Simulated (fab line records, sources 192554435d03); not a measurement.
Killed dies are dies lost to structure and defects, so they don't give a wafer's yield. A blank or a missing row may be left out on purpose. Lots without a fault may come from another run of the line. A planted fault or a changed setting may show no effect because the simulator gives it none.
Chamber matching | flow n5_finfet | N5_BEOL_M2_ETCH_74 on rie_diel-02: 4 sister chambers
The step etches underlayer in N2/H2, target depth 6.5 nm, time 5.2 s. 8 wafers are shown with their chamber, then 10 later ones without.

WAFERS WITH THEIR CHAMBER
wafer  | chamber | throttle_valve_pct (%) | showerhead_plenum_p_Torr (Torr)
L077.1 | 3       | 17.87                  | 2.50
L077.5 | 0       | 17.80                  | 2.48
L077.6 | 1       | 17.48                  | 2.47
L079.2 | 2       | 17.34                  | 2.50
L079.3 | 3       | 17.90                  | 2.50
L079.4 | 0       | 17.85                  | 2.48
L086.3 | 1       | 17.50                  | 2.46
L086.4 | 2       | 17.40                  | 2.49

WAFERS WITHOUT THEIR CHAMBER
wafer  | throttle_valve_pct (%) | showerhead_plenum_p_Torr (Torr)
L086.5 | 17.89                  | 2.47
L089.1 | 17.88                  | 2.47
L089.2 | 17.53                  | 2.46
L089.3 | 17.94                  | 2.49
L089.4 | 17.87                  | 2.47
L089.5 | 17.54                  | 2.46
L089.6 | 17.92                  | 2.49
L097.2 | 17.97                  | 2.48
L097.4 | 17.57                  | 2.45
L097.5 | 17.44                  | 2.48

WHICH CHAMBER EACH WENT THROUGH
wafer  | from the rows above     | in truth
L086.5 | 0                       | 0
L089.1 | 0                       | 0
L089.2 | 1                       | 1
L089.3 | can't be placed: 3 or 0 | 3
L089.4 | 0                       | 0
L089.5 | 1                       | 1
L089.6 | can't be placed: 3 or 0 | 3
L097.2 | can't be placed: 0 or 3 | 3
L097.4 | 1                       | 1
L097.5 | can't be placed: 1 or 2 | 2
Placed correctly: 6 of 10. Can't be placed from these rows: 4 (the true chamber is among the candidates in 4). Placed wrongly: 0.
How it was worked out, from the rows above alone: a wafer's distance from a chamber is the root of the sum, over the readings, of the square of ((its reading less the chamber's mean) divided by the reading's scatter). The wafer belongs to the nearest chamber; if the next one is less than 2 further off, it can't be placed. A chamber's mean is the mean of its shown wafers. The scatter: the root of (the sum of the squares of (reading less its chamber's mean) over the shown wafers, divided by (wafers less chambers)).
